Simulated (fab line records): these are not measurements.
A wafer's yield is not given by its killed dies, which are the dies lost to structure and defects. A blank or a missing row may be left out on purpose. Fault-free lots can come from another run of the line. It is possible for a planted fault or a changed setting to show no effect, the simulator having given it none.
Which of the tools did it? + flow nand_harc + 45 wafers from 15 lots sampled at 4 of the route's 1159 steps

## WHAT THE GAUGES READ, wafer by wafer
The record holds no reading of a measuring or inspecting step that can be judged against a usual standard deviation.

## EACH LOT AND THE TOOL THAT RAN IT (in order: tool; ch and the chambers of the sampled wafers; start)
| lot  | NHARC_A_STAIRCASE_HM_DEP_462  | NHARC_A_STAIRCASE_ETCH_313         | NHARC_A_STAIRCASE_ANNEAL_320  | NHARC_A_STAIRCASE_DEP_325       |
|------|-------------------------------|------------------------------------|-------------------------------|---------------------------------|
| L639 | acl_dep-03 ch 0, day 11 23:56 | rie_diel-13 ch 1,3, day 12 02:35   | furnace-02 ch 0, day 12 23:45 | pecvd-02 ch 0,2, day 13 10:59   |
| L638 | acl_dep-01 ch 0, day 12 01:32 | rie_diel-13 ch 0,1,3, day 12 04:28 | furnace-02 ch 0, day 12 23:45 | pecvd-01 ch 0,1,2, day 13 10:59 |
| L641 | acl_dep-01 ch 0, day 12 15:25 | rie_diel-08 ch 1,2,3, day 12 17:32 | furnace-07 ch 0, day 13 13:08 | pecvd-03 ch 0,1,2, day 14 00:38 |
| L644 | acl_dep-03 ch 0, day 13 05:32 | rie_diel-13 ch 1,2,3, day 13 08:28 | furnace-07 ch 0, day 14 03:20 | pecvd-01 ch 0,1,2, day 14 16:47 |
| L645 | acl_dep-01 ch 0, day 13 19:52 | rie_diel-01 ch 0,2,3, day 13 22:13 | furnace-07, day 14 17:59      | pecvd-03 ch 1,2, day 15 08:13   |
| L646 | acl_dep-02 ch 0, day 13 20:58 | rie_diel-08 ch 0,2,3, day 13 23:20 | furnace-07, day 14 17:59      | pecvd-01 ch 0,2, day 15 08:13   |
| L647 | acl_dep-01 ch 0, day 15 05:54 | rie_diel-08 ch 0,2,3, day 15 08:59 | furnace-07, day 16 05:19      | pecvd-01 ch 0,1, day 16 16:07   |
| L651 | acl_dep-01 ch 0, day 15 09:52 | rie_diel-13 ch 0,1,3, day 15 12:31 | furnace-02 ch 0, day 16 12:05 | pecvd-01 ch 0,1, day 17 02:10   |
| L649 | acl_dep-03 ch 0, day 15 10:12 | rie_diel-01 ch 0,2,3, day 15 13:13 | furnace-02 ch 0, day 16 12:05 | pecvd-03 ch 0,2, day 17 02:17   |
| L652 | acl_dep-03 ch 0, day 15 12:16 | rie_diel-08 ch 0,1,2, day 15 15:13 | furnace-07 ch 0, day 16 19:46 | pecvd-02 ch 0,1, day 17 06:44   |
| L655 | acl_dep-01 ch 0, day 15 22:00 | rie_diel-13 ch 0,2,3, day 16 00:38 | furnace-07 ch 0, day 16 19:46 | pecvd-01 ch 0,1, day 17 06:20   |
| L656 | acl_dep-03 ch 0, day 16 00:01 | rie_diel-13 ch 0,1,3, day 16 03:10 | furnace-07 ch 0, day 16 19:46 | pecvd-03 ch 0,1,2, day 17 06:14 |
| L659 | acl_dep-03 ch 0, day 17 02:04 | rie_diel-01 ch 0,1, day 17 05:58   | furnace-07 ch 0, day 18 06:02 | pecvd-02 ch 0,2, day 18 16:33   |
| L658 | acl_dep-02 ch 0, day 17 02:28 | rie_diel-01 ch 0,1,3, day 17 06:02 | furnace-07 ch 0, day 18 06:02 | pecvd-03 ch 0,1,2, day 18 16:27 |
| L660 | acl_dep-03 ch 0, day 17 07:52 | rie_diel-08 ch 1,3, day 17 10:08   | furnace-07 ch 0, day 18 06:02 | pecvd-03 ch 0,1, day 18 17:13   |
- NHARC_A_STAIRCASE_HM_DEP_462: deposits aC, target thk 800 nm.
- NHARC_A_STAIRCASE_ETCH_313: etches the open film in CF4/CHF3.
- NHARC_A_STAIRCASE_ANNEAL_320: time 1800 s.
- NHARC_A_STAIRCASE_DEP_325: deposits SiO2, target thk 3800 nm.

## WHAT THE TOOLS THEMSELVES READ (means of the sampled wafers that have a number; where no wafer has one, the mark that the record gives instead)
NHARC_A_STAIRCASE_HM_DEP_462. Usual: throttle_valve_pct reads 35.000 % (standard deviation 0.0086).
| lot  | tool       | throttle_valve_pct (%) | flag |
|------|------------|------------------------|------|
| L639 | acl_dep-03 | 34.994                 |      |
| L638 | acl_dep-01 | 35.004                 |      |
| L641 | acl_dep-01 | 35.002                 |      |
| L644 | acl_dep-03 | 35.000                 |      |
| L645 | acl_dep-01 | 34.999                 |      |
| L646 | acl_dep-02 | 35.000                 |      |
| L647 | acl_dep-01 | 34.999                 |      |
| L651 | acl_dep-01 | 34.991                 |      |
| L649 | acl_dep-03 | 35.001                 |      |
| L652 | acl_dep-03 | 35.002                 |      |
| L655 | acl_dep-01 | 35.000                 |      |
| L656 | acl_dep-03 | 35.000                 |      |
| L659 | acl_dep-03 | 34.997                 |      |
| L658 | acl_dep-02 | 35.004                 |      |
| L660 | acl_dep-03 | 35.006                 |      |

NHARC_A_STAIRCASE_ETCH_313. Usual: cf4_flow_sccm 100.0 sccm, standard deviation 0.32; drypump_motor_current_A 5.8 A, standard deviation 0.5; oes_product_au 0.937 a.u., standard deviation 0.021; rf_vpp_V 369.7 V, standard deviation 2.3; showerhead_plenum_p_Torr 1.55 Torr, standard deviation 0.065; throttle_valve_pct 16.802 %, standard deviation 0.0091.
| lot  | tool        | cf4_flow_sccm (sccm) | drypump_motor_current_A (A) | oes_product_au (a.u.) | rf_vpp_V (V) | showerhead_plenum_p_Torr (Torr) | throttle_valve_pct (%) | flag |
|------|-------------|----------------------|-----------------------------|-----------------------|--------------|---------------------------------|------------------------|------|
| L639 | rie_diel-13 | 100.1                | 6.0                         | 0.960                 | 366.1        | 1.47                            | 16.798                 |      |
| L638 | rie_diel-13 | 99.8                 | 5.7                         | 0.921                 | 367.9        | 1.49                            | 16.794                 |      |
| L641 | rie_diel-08 | 100.1                | 5.7                         | 0.924                 | 369.9        | 1.56                            | 16.811                 |      |
| L644 | rie_diel-13 | 99.8                 | 6.0                         | 0.969                 | 368.7        | 1.49                            | 16.800                 |      |
| L645 | rie_diel-01 | 99.7                 | 6.1                         | 0.918                 | 370.9        | 1.58                            | 16.796                 |      |
| L646 | rie_diel-08 | 99.8                 | 5.6                         | 0.964                 | 371.3        | 1.58                            | 16.801                 |      |
| L647 | rie_diel-08 | 100.2                | 5.6                         | 0.933                 | 371.3        | 1.58                            | 16.809                 |      |
| L651 | rie_diel-13 | 99.9                 | 5.7                         | 0.922                 | 366.8        | 1.48                            | 16.796                 |      |
| L649 | rie_diel-01 | 100.0                | 6.0                         | 0.924                 | 369.9        | 1.58                            | 16.801                 |      |
| L652 | rie_diel-08 | 100.2                | 5.9                         | 0.926                 | 371.5        | 1.59                            | 16.807                 |      |
| L655 | rie_diel-13 | 100.2                | 5.7                         | 0.929                 | 368.7        | 1.50                            | 16.797                 |      |
| L656 | rie_diel-13 | 100.1                | 5.7                         | 0.935                 | 367.0        | 1.48                            | 16.799                 |      |
| L659 | rie_diel-01 | 100.4                | 5.8                         | 0.914                 | 371.7        | 1.62                            | 16.808                 |      |
| L658 | rie_diel-01 | 100.0                | 5.7                         | 0.946                 | 371.9        | 1.61                            | 16.805                 |      |
| L660 | rie_diel-08 | 100.0                | 5.5                         | 0.922                 | 367.6        | 1.51                            | 16.799                 |      |

NHARC_A_STAIRCASE_ANNEAL_320. Usual: run_length_s 1816 s, standard deviation 4.2; spike_tc_bottom_C 763 C, standard deviation 3.1; spike_tc_lower_C 751.2 C, standard deviation 1.5; spike_tc_top_C 757.5 C, standard deviation 1.9; zone_power_lower_pct 12.1 %, standard deviation 0.71; zone_power_top_pct 27.0 %, standard deviation 0.66.
| lot  | tool       | run_length_s (s) | spike_tc_bottom_C (C) | spike_tc_lower_C (C) | spike_tc_top_C (C) | zone_power_lower_pct (%) | zone_power_top_pct (%) | flag |
|------|------------|------------------|-----------------------|----------------------|--------------------|--------------------------|------------------------|------|
| L639 | furnace-02 | 1815             | 768                   | 749.1                | 760.0              | 13.4                     | 27.8                   |      |
| L638 | furnace-02 | 1819             | 768                   | 748.3                | 761.5              | 13.4                     | 28.2                   |      |
| L641 | furnace-07 | 1814             | 761                   | 752.2                | 757.3              | 11.7                     | 26.6                   |      |
| L644 | furnace-07 | 1817             | 761                   | 751.4                | 756.1              | 11.8                     | 26.4                   |      |
| L645 | furnace-07 | -                | -                     | -                    | -                  | -                        | -                      | OFF  |
| L646 | furnace-07 | -                | -                     | -                    | -                  | -                        | -                      | OFF  |
| L647 | furnace-07 | -                | -                     | -                    | -                  | -                        | -                      | OFF  |
| L651 | furnace-02 | 1823             | 769                   | 749.8                | 759.8              | 13.2                     | 28.0                   |      |
| L649 | furnace-02 | 1814             | 768                   | 749.2                | 760.5              | 13.3                     | 28.3                   |      |
| L652 | furnace-07 | 1817             | 762                   | 750.0                | 755.8              | 11.7                     | 26.7                   |      |
| L655 | furnace-07 | 1817             | 761                   | 751.5                | 756.6              | 11.6                     | 26.9                   |      |
| L656 | furnace-07 | 1818             | 761                   | 752.4                | 756.8              | 11.7                     | 26.4                   |      |
| L659 | furnace-07 | 1810             | 762                   | 751.4                | 755.6              | 11.6                     | 26.6                   |      |
| L658 | furnace-07 | 1819             | 763                   | 752.2                | 757.5              | 11.6                     | 26.5                   |      |
| L660 | furnace-07 | 1810             | 761                   | 751.4                | 756.3              | 11.7                     | 26.8                   |      |

NHARC_A_STAIRCASE_DEP_325. Usual: heater_power_w reads 680 W (standard deviation 80).
| lot  | tool     | heater_power_w (W) | flag |
|------|----------|--------------------|------|
| L639 | pecvd-02 | 632                |      |
| L638 | pecvd-01 | 696                |      |
| L641 | pecvd-03 | 682                |      |
| L644 | pecvd-01 | 710                |      |
| L645 | pecvd-03 | 735                |      |
| L646 | pecvd-01 | 620                |      |
| L647 | pecvd-01 | 665                |      |
| L651 | pecvd-01 | 683                |      |
| L649 | pecvd-03 | 762                |      |
| L652 | pecvd-02 | 616                |      |
| L655 | pecvd-01 | 723                |      |
| L656 | pecvd-03 | 801                |      |
| L659 | pecvd-02 | 646                |      |
| L658 | pecvd-03 | 818                |      |
| L660 | pecvd-03 | 690                |      |

## THE ANSWER, worked out from the rows above alone
Rule: a lot counts as off when the mean over its wafers that have a number is more than 3 standard deviations away from the usual mean. A lot without any number at a reading at which 4 lots or more have one is off too. All remaining lots with rows at the step are treated as sound. Order of review: gauges by route order, followed by the tools' own readings, for which a lot's mean as printed above is used. The first step at which some lot is off is used, and at that step the reading that is off furthest; a lot without a number counts as furthest.
Off at NHARC_A_STAIRCASE_ANNEAL_320 (run_length_s): L645, L646, L647. Without a number there: L645, L646, L647.
If a tool, at that step or one of the process steps before it, ran each lot that is off and ran no sound lot following the first of them, it fits. No candidate that was tried fits.

## WHAT THE SIMULATOR HAD PUT IN
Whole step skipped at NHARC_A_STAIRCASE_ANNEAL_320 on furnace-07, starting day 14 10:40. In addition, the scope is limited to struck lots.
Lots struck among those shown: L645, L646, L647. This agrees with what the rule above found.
